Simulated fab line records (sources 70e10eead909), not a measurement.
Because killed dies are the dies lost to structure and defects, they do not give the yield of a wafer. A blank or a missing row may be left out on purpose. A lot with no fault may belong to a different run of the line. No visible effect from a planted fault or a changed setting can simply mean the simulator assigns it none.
A struck lot beside a sound one :: flow nand harc :: 14 out of 1159 route steps
Sound: these wafers, L708.1, L708.4, L708.6. Struck: wafer L716.5. (L716.6 of the same lot was not struck and is left out.) The cause comes at the end.
Each step with rows lists, per side, the tool, then ch with its chambers, then its first start. Under that, the readings that differ: sound wafers :: struck wafers :: difference of the means :: sigmas: that difference in standard deviations of wafers without a fault.
alike: a reading whose means differ by less than 2 such deviations, as well as words and numbers matching on both sides. not compared: withheld readings; readings where some wafer has no value; bounds like >300 that might hide an equal value; numbers whose values overlap and for which the record gives no deviation.
A row with sigmas, a row that says differs or no value, or rows on one side alone: a step with any of these is where the two part. Non-overlapping numbers with no deviation appear without sigmas and do not part them. A reading that every wafer of one side lacks parts them only if that side has two wafers or more.

first, 5 steps without rows for these wafers: NHARC_A_STAIRCASE_EBR_213; NHARC_A_STAIRCASE_EXPOSE_214 (exposes mask STAIR 3); NHARC_A_STAIRCASE_PEB_215 (peb time 130 s); NHARC_A_STAIRCASE_DEVELOP_216 (time 140 s); NHARC_A_STAIRCASE_HARDBAKE_218 (time 140 s).
NHARC_A_STAIRCASE_DESCUM_219: chemistry O2, time 3 s.
  sound on rie diel-12 ch 2,3, day 14 11:31; struck on rie diel-11 ch 2, day 17 02:58
reading: drypump motor current A (A)
sound: 6.0 5.8 6.0
struck: 4.8
difference: -1.1
sigmas: -2
  alike: oes product au, rf vpp V, showerhead plenum p Torr, throttle valve pct
  not compared: rf hours counter h
NHARC_A_STAIRCASE_TRIM_220: chemistry O2, time 211.2 s.
  sound on rie diel-12 ch 0,1,2, day 14 11:37; struck on rie diel-11 ch 0, day 17 03:06
reading: showerhead plenum p Torr (Torr)
sound: 3.52 3.35 3.51
struck: 3.81
difference: +0.35
sigmas: +2
  alike: drypump motor current A, oes product au, rf vpp V, throttle valve pct
  not compared: rf hours counter h
NHARC_A_STAIRCASE_ETCH_221: etches the open film in C4F8/O2, target depth 100 nm, time 40.5 s.
  sound: rie diel-12 ch 0,1; struck: rie diel-11 ch 2
  alike: oes product au, rf vpp V
  not compared: rf hours counter h
NHARC_A_STAIRCASE_TRIM_222: chemistry O2, time 211.2 s.
  sound: rie diel-12 ch 0,1,2; struck: rie diel-11 ch 1
reading: oes product au (a.u.)
sound: 0.993 0.989 0.997
struck: 1.009
difference: +0.016
sigmas: +2
  alike: drypump motor current A, rf vpp V, showerhead plenum p Torr, throttle valve pct
  not compared: rf hours counter h
then, 1 step without rows for these wafers: NHARC_A_STAIRCASE_ETCH_223 (etches the open film in C4F8/O2, target depth 100 nm, time 40.5 s).
NHARC_A_STAIRCASE_TRIM_224: chemistry O2, time 211.2 s.
  sound: rie diel-12 ch 0,3; struck: rie diel-11 ch 0
reading: rf vpp V (V)
sound: 58.2 57.6 57.1
struck: 59.5
difference: +1.9
sigmas: +2

reading: throttle valve pct (%)
sound: 17.033 17.041 17.037
struck: 17.054
difference: +0.017
sigmas: +2
  alike: drypump motor current A, oes product au, showerhead plenum p Torr
  not compared: rf hours counter h
NHARC_A_STAIRCASE_ETCH_225: etches the open film in C4F8/O2, target depth 100 nm, time 40.5 s.
  sound on rie diel-12 ch 0,1,2, day 14 12:13; struck on rie diel-11 ch 0, day 17 04:25
reading: oes product au (a.u.)
sound: 0.945 0.933 0.952
struck: 0.798
difference: -0.145
sigmas: -16

reading: rf vpp V (V)
sound: 889 895 898
struck: 906
difference: +12
sigmas: +2
  not compared: rf hours counter h
then, 1 step without rows for these wafers: NHARC_A_STAIRCASE_TRIM_226 (chemistry O2, time 211.2 s).
NHARC_END_SORT_01:
  the record has rows for the sound wafers here (prober-01 ch 0, day 22 06:50) and none for the struck ones

## WHERE THEY PART
At NHARC_A_STAIRCASE_DESCUM_219 first; at NHARC_END_SORT_01 last (within this record only).

WHY: the cause the simulator had injected
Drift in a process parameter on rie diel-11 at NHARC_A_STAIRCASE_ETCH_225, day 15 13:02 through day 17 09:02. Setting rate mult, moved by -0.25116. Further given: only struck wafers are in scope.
